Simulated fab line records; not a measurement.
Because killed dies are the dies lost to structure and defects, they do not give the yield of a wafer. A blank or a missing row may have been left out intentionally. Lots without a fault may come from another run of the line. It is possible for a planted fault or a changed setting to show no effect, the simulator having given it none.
A single fault, viewed from 2 desks || flow n5 finfet || each desk holds nothing but its own numbers, with what lay behind them at the end

== THE METROLOGY DESK ==
What the gauges read, lot by lot, whatever tool the lot ran on: means of the sampled wafers that have a number. Any lot whose mean is over 4 standard deviations away from the usual mean is out of limits and marked OUT; that distance is given in the brackets. Shown here are 7 of its 11 readings, the ones lying furthest out on some lot.
Columns: A = M3_THK at N5_BEOL_M3_THK_MEAS_53, usual 40.2 nm; B = DIBL_N at N5_BEOL_M4_RC_MEAS_101, usual 35.9 mV/V; C = DIBL_P at N5_BEOL_M4_RC_MEAS_101, usual 35.9 mV/V; D = IOFF_P at N5_BEOL_M4_RC_MEAS_101, usual 0.204 nA/um; E = ION_P at N5_BEOL_M4_RC_MEAS_101, usual 462 uA/um; F = SS_N at N5_BEOL_M4_RC_MEAS_101, usual 71.4 mV/dec; G = VT_P at N5_BEOL_M4_RC_MEAS_101, usual -250.6 mV
{"lot": "L673", "first seen here": "day 8 03:52", "A": 40.8, "B": 36.0, "C": 37.2, "D": 0.237, "E": 469, "F": 72.1, "G": -248.6}
{"lot": "L677", "first seen here": "day 9 13:28", "A": 38.9, "B": 36.3, "C": 35.7, "D": 0.221, "E": 462, "F": 71.7, "G": -250.2}
{"lot": "L685", "first seen here": "day 11 05:37", "A": 40.9, "B": 34.4, "C": 36.6, "D": 0.229, "E": 471, "F": 71.2, "G": -246.0}
{"lot": "L690", "first seen here": "day 13 04:55", "A": 39.9, "B": 35.6, "C": 35.9, "D": 0.216, "E": 468, "F": 71.7, "G": -248.7}
{"lot": "L691", "first seen here": "day 13 05:02", "A": 38.0, "B": 36.2, "C": 36.9, "D": 0.193, "E": 463, "F": 71.5, "G": -252.8}
This desk's finding: nothing out of limits on any of the 5 lots.

== AT THE TOOL OWNER'S DESK: cvd co-01 ==
The tool's own readings at N5_BEOL_M3_CO_CAP_55 (material Co, precursor CCTBA/H2, target thk 2 nm, time 102.1 s): means of the sampled wafers that have a number, for each lot that ran on this tool. Any lot whose mean is over 4 standard deviations away from the usual mean is out of limits and marked OUT; that distance is given in the brackets.
Columns: A = heater power w at N5_BEOL_M3_CO_CAP_55, usual 238 W; B = run length s at N5_BEOL_M3_CO_CAP_55, usual 125.0 s
{"lot": "L677", "first seen here": "day 9 13:32", "A": 250, "B": "113.4 (-20) OUT"}
{"lot": "L690", "first seen here": "day 13 05:00", "A": 264, "B": 124.7}
This desk's finding: out of limits on L677; first on L677, day 9 13:32 (run length s at N5_BEOL_M3_CO_CAP_55). L690: within limits.

== TAKEN TOGETHER ==
An alarm could have come from the tool owner's desk at day 9 13:32, on L677.
At the metrology desk, nothing out of limits was observed.
The metrology desk has L677 on record, within its limits.
The lots listed all ran N5_BEOL_M3_CO_CAP_55 on cvd co-01.

== WHAT THE SIMULATOR HAD INSERTED ==
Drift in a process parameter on cvd co-01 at N5_BEOL_M3_CO_CAP_55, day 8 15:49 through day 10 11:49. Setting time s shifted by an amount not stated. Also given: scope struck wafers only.
Lots struck among those shown: L677.
Delay in hours, fault start to first out-of-limits reading, by desk: the tool owner's desk at 22.
